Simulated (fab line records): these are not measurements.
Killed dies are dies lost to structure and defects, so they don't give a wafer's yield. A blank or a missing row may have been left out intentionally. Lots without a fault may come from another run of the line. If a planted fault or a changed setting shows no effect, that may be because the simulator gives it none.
Lot-split experiment ; flow n5-finfet ; 21 wafers read across 7 lots, on a route 1938 steps long

THE SPLIT ITSELF
At N5_BEOL_M1_ETCH_64 (etches SOC in N2/H2, target depth 75 nm, overetch 15 nm, time 112.5 s), the setting bias-w was moved away from the recipe's 150 W on 10 of the 21 wafers read, by -6.7% to +11.5%. For the rest of the wafers, this setting stayed at what the recipe calls for.

The reading comes from the split's own step.

THE READING
rf-vpp-V, in V, at N5_BEOL_M1_ETCH_64 (etches SOC in N2/H2, target depth 75 nm, overetch 15 nm, time 112.5 s). Fault-free wafers of this fab line usually give 523.3 V, standard deviation 2.3 V.

wafer;tool, chamber at the split;bias-w as run, W;against the recipe;rf-vpp-V, V;against lot-mates on the recipe
L077.2;rie-diel-06, 1;150;recipe;520.6;-
L077.4;rie-diel-06, 2;141.2;-5.9%;501.2;-19.4
L077.5;rie-diel-06, 0;141.2;-5.9%;505.3;-15.3
L078.1;rie-diel-02, 2;150;recipe;522.1;-
L078.2;rie-diel-02, 1;158.8;+5.9%;545.1;+23.0
L078.3;rie-diel-02, 0;158.8;+5.9%;542.3;+20.2
L079.2;rie-diel-05, 0;150;recipe;525.0;-
L079.3;rie-diel-05, 3;150;recipe;523.3;-
L079.6;rie-diel-05, 1;150;recipe;521.3;-
L081.3;rie-diel-06, 0;150;recipe;524.1;-
L081.5;rie-diel-06, 2;158.5;+5.7%;539.0;+14.9
L081.6;rie-diel-06, 3;158.5;+5.7%;544.3;+20.2
L093.1;rie-diel-06, 3;167.3;+11.5%;564.1;+38.3
L093.3;rie-diel-06, 0;150;recipe;525.8;-
L093.5;rie-diel-06, 1;167.3;+11.5%;558.4;+32.6
L095.1;rie-diel-02, 1;150;recipe;525.8;-
L095.2;rie-diel-02, 0;150;recipe;522.8;-
L095.5;rie-diel-02, 3;150;recipe;520.9;-
L096.1;rie-diel-06, 3;140;-6.7%;503.4;-18.6
L096.2;rie-diel-06, 1;150;recipe;522.0;-
L096.5;rie-diel-06, 3;140;-6.7%;504.0;-18.0

THE FIT
A straight line over all 21 wafers: rf-vpp-V changes by +3.26 V for each +1% of bias-w; r = +0.99; the points scatter about the line by 2.2 V.
The same after taking each lot's own level away (the mean of its wafers on the recipe; 21 wafers): +3.06 V for each +1%; r = +0.99; scatter 2.2 V.
Per that fit: largest bias-w move, reading shift of 35 V.
Across the lots, their own levels run from 520.60 to 525.80 V, a range of 2.3 times the standard deviation given above.
The two slopes agree, so the slope changes little with the lot-to-lot level.
Check: for one of the wafers moved furthest among these (+11.5%), held out of the fit, the line's prediction against its lot-mates is +35.1 V. It came out at +38.3 V against them.
Tool readings at the split's step, against how far the setting was moved: rf-vpp-V r = +0.99.

OTHER SPLITS ON THESE WAFERS
Note: prior to the reading, these wafers also went through further splits. Each is held against what the fit with the lots' levels taken away leaves over:
other split on the same wafers;wafers away from the commonest value;r with rf-vpp-V (lot level and that fit taken away)
N5_SDB_ALD_29 ald-cycles;8;-0.07
N5_MOL_CONTACT_COAG_CONTACT_ETCH_14 source-w;6;-0.48
N5_MOL_CONTACT_COAG_COAT_64 spin-rpm;8;+0.01

THE FILE'S OWN FIT
rf-vpp-V changes by +3.09 V for each +1% of bias-w, r = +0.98.
